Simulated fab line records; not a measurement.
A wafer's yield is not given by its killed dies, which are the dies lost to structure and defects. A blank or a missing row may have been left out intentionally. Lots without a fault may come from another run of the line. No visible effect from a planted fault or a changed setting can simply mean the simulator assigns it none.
A struck lot beside a sound one + flow n5Finfet + 15 out of 1938 route steps
Sound: the wafers L283.2, L283.4, L283.6. Wafers struck: L290.1, L290.4, L290.5. The cause is named last.
For every step that has rows: the tool of each side, followed by ch and its chambers, followed by its first start. Under that, the readings that differ: sound wafers + struck wafers + difference of the means + sigmas: that difference in standard deviations of wafers without a fault.
alike: words and numbers the same on both sides, and readings whose means are apart by under 2 such deviations; not compared: readings that were withheld, readings missing a value for some wafer, numbers with overlapping values and no deviation given by the record, and bounds like >300 which may hide the same value.
Wherever a step has rows on one side only, a row that says differs or no value, or a row with sigmas, the two part there. Numbers that have no deviation but don't overlap get no sigmas and don't part them. Lack of a reading on every wafer of one side parts them only where that side has two or more wafers.

first, 6 steps without rows for these wafers: N5_BEOL_M4_COAT_05 (resist thk 30 nm); N5_BEOL_M4_EBR_07; N5_BEOL_M4_SOFTBAKE_06 (time 60 s); N5_BEOL_M4_EXPOSE_08 (exposes mask M4); N5_BEOL_M4_PEB_09 (peb time 60 s); N5_BEOL_M4_DEVELOP_10 (develop time 30 s).
N5_BEOL_M4_CD_MEAS_11 targets a cd of 16.79 nm.
  sound on cdSem-02 ch 0, day 8 19:00; struck on cdSem-02 ch 0, day 11 09:13
  alike: cdNm
N5_BEOL_M4_OVL_MEAS_12:
  sound on overlay-02 ch 0, day 8 19:02; struck on overlay-02 ch 0, day 11 09:14
  alike: M4_OVL
N5_BEOL_M4_INSPECT_13: inspects for defects (brightfield).
  sound on defectInspect-02 at day 8 19:05; struck on defectInspect-01 at day 11 09:18
  alike: rawDefectCount
N5_BEOL_M4_DESCUM_16: chemistry O2, time 7 s.
  sound on rieDiel-01 ch 0,2,3, day 8 19:19; struck on rieDiel-02 ch 0,3, day 11 09:20
  alike: biasPowerW, drypumpMotorCurrentA, oesProductAu, rfVppV, showerheadPlenumPTorr, tempC, throttleValvePct
  not compared: rfHoursCounterH
N5_BEOL_M4_ETCH_74: etches underlayer in N2/H2, target depth 6.5 nm, time 5.2 s.
  sound on rieDiel-01 ch 0,2,3, day 8 19:20; struck on rieDiel-02 ch 0,3, day 11 09:22
  alike: biasW, drypumpMotorCurrentA, etchRfOnTimeS, oesProductAu, rfVppV, showerheadPlenumPTorr, throttleValvePct
  not compared: rfHoursCounterH
N5_BEOL_M4_ETCH_63: etches SiARC in CF4, target depth 15.6 nm, time 26 s.
  sound on rieDiel-01 ch 0,2,3, day 8 19:22; struck on rieDiel-02 ch 0,3, day 11 09:23
  alike: biasW, drypumpMotorCurrentA, etchRfOnTimeS, oesProductAu, rfVppV, showerheadPlenumPTorr, throttleValvePct
  not compared: rfHoursCounterH
N5_BEOL_M4_ETCH_64: etches SOC in N2/H2, target depth 75 nm, overetch 22.5 nm, time 121.9 s.
  sound on rieDiel-01 ch 0,2,3, day 8 19:23; struck on rieDiel-02 ch 0,3, day 11 09:25
| reading                                   | sound             | struck            | difference | sigmas |
|-------------------------------------------|-------------------|-------------------|------------|--------|
| biasW (W)                                 | 149.1 149.5 150.0 | 138.0 138.3 137.9 | -11.5      | -26    |
| rfVppV (V)                                | 529.5 525.2 529.4 | 496.9 497.2 497.4 | -30.9      | -15    |
| model.SiARC_of_BEOL_M4_COAT_62.thkNm (nm) | 6.2 6.4 6.2       | 7 7.2 7           | +1         |        |
  alike: drypumpMotorCurrentA, oesProductAu, showerheadPlenumPTorr, tempC, throttleValvePct
  not compared: rfHoursCounterH
then, 1 step without rows for these wafers: N5_BEOL_M4_STRIP_65 (strips in N2/H2).
N5_BEOL_M4_RC_MEAS_101:
  sound on prober-01 ch 0, day 9 07:13; struck on prober-01 ch 0, day 11 16:16
| reading        | sound          | struck         | difference | sigmas |
|----------------|----------------|----------------|------------|--------|
| IOFF_P (nA/um) | 0.18 0.18 0.17 | 0.28 0.27 0.29 | +0.10      | +3     |
| ION_P (uA/um)  | 453 453 452    | 477 475 468    | +21        | +3     |
| VT_P (mV)      | -256 -256 -254 | -243 -244 -242 | +12        | +4     |
  alike: DIBL_N, DIBL_P, IOFF_N, ION_N, SS_N, SS_P, VT_N

== WHERE THEY PART ==
Earliest at N5_BEOL_M4_ETCH_64; latest, in this record, at N5_BEOL_M4_RC_MEAS_101.

WHY: the cause the simulator had injected
Process parameter drift: rieDiel-02, from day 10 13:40 on, at N5_BEOL_M4_ETCH_64. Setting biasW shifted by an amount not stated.
